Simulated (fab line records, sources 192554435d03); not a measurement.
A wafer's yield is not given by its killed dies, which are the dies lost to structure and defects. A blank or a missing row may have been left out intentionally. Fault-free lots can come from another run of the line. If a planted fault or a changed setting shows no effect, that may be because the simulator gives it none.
Matching of chambers | flow n5-finfet | 4 sister chambers for N5_BEOL_M7_STRIP_19 on rie-diel-03
The step strips in O2. 22 wafers are shown with their chamber, then 11 later ones without.

== WAFERS PAIRED WITH THEIR CHAMBERS ==
wafer  | chamber | showerhead-plenum-p-Torr (Torr) | drypump-motor-current-A (A) | throttle-valve-pct (%)
L077.1 | 3       | 1.99                            | 5.9                         | 16.2
L077.2 | 2       | 2.13                            | 6.2                         | 16.7
L077.3 | 1       | 2.00                            | 6.8                         | 17.1
L077.4 | 0       | 2.18                            | 5.8                         | 17.0
L077.5 | 3       | 1.99                            | 5.8                         | 16.2
L077.6 | 0       | 2.18                            | 5.8                         | 17.1
L079.1 | 1       | 2.00                            | 6.8                         | 17.1
L079.4 | 3       | 1.99                            | 5.8                         | 16.2
L079.6 | 2       | 2.13                            | 6.2                         | 16.7
L081.2 | 2       | 2.13                            | 6.2                         | 16.7
L081.4 | 3       | 1.99                            | 5.8                         | 16.2
L081.6 | 2       | 2.13                            | 6.2                         | 16.7
L080.1 | 3       | 1.99                            | 5.8                         | 16.2
L080.2 | 1       | 2.00                            | 6.8                         | 17.1
L080.3 | 0       | 2.18                            | 5.7                         | 17.1
L088.1 | 2       | 2.12                            | 6.2                         | 16.8
L088.2 | 3       | 1.99                            | 5.8                         | 16.3
L088.3 | 0       | 2.18                            | 5.7                         | 17.1
L087.1 | 1       | 2.00                            | 6.8                         | 17.1
L087.2 | 2       | 2.12                            | 6.2                         | 16.7
L087.3 | 3       | 1.99                            | 5.9                         | 16.3
L091.3 | 1       | 1.99                            | 6.8                         | 17.1

SIGNATURES (means of the wafers above)
reading                  | chamber 0 | chamber 1 | chamber 2 | chamber 3 | scatter within a chamber
showerhead-plenum-p-Torr | 2.1800    | 1.9980    | 2.1267    | 1.9900    | 0.00344
drypump-motor-current-A  | 5.750     | 6.800     | 6.200     | 5.829     | 0.0367
throttle-valve-pct       | 17.075    | 17.100    | 16.717    | 16.229    | 0.0409
Rule: for a wafer and a chamber, the distance is found by dividing, reading by reading, the gap between the wafer's reading and the chamber's mean by the reading's scatter, squaring, summing and taking the root. If the next closest chamber is less than 2 further off than the closest, the wafer can't be placed; otherwise it belongs to the closest. How the scatter is found: for the shown wafers, subtract from each reading the mean of its chamber, square and add these, divide the total by (wafers less chambers), then take the root.

== WAFERS WITHOUT THEIR CHAMBER ==
wafer  | showerhead-plenum-p-Torr (Torr) | drypump-motor-current-A (A) | throttle-valve-pct (%)
L091.4 | 1.98                            | 5.8                         | 16.3
L091.6 | 2.12                            | 6.2                         | 16.7
L093.1 | 1.99                            | 6.8                         | 17.1
L093.4 | 2.17                            | 5.7                         | 17.1
L093.6 | 2.12                            | 6.3                         | 16.8
L090.2 | 2.12                            | 6.2                         | 16.8
L090.3 | 1.98                            | 5.8                         | 16.3
L090.5 | 1.99                            | 6.8                         | 17.1
L095.3 | 1.99                            | 6.8                         | 17.1
L095.5 | 2.12                            | 6.2                         | 16.8
L095.6 | 1.98                            | 5.8                         | 16.3

== EACH ONE'S CHAMBER ==
wafer  | from the rows above | in truth
L091.4 | 3                   | 3
L091.6 | 2                   | 2
L093.1 | 1                   | 1
L093.4 | 0                   | 0
L093.6 | 2                   | 2
L090.2 | 2                   | 2
L090.3 | 3                   | 3
L090.5 | 1                   | 1
L095.3 | 1                   | 1
L095.5 | 2                   | 2
L095.6 | 3                   | 3
Correct placement for 11 of the 11. Number that these rows cannot place: 0. Placed wrongly: 0.
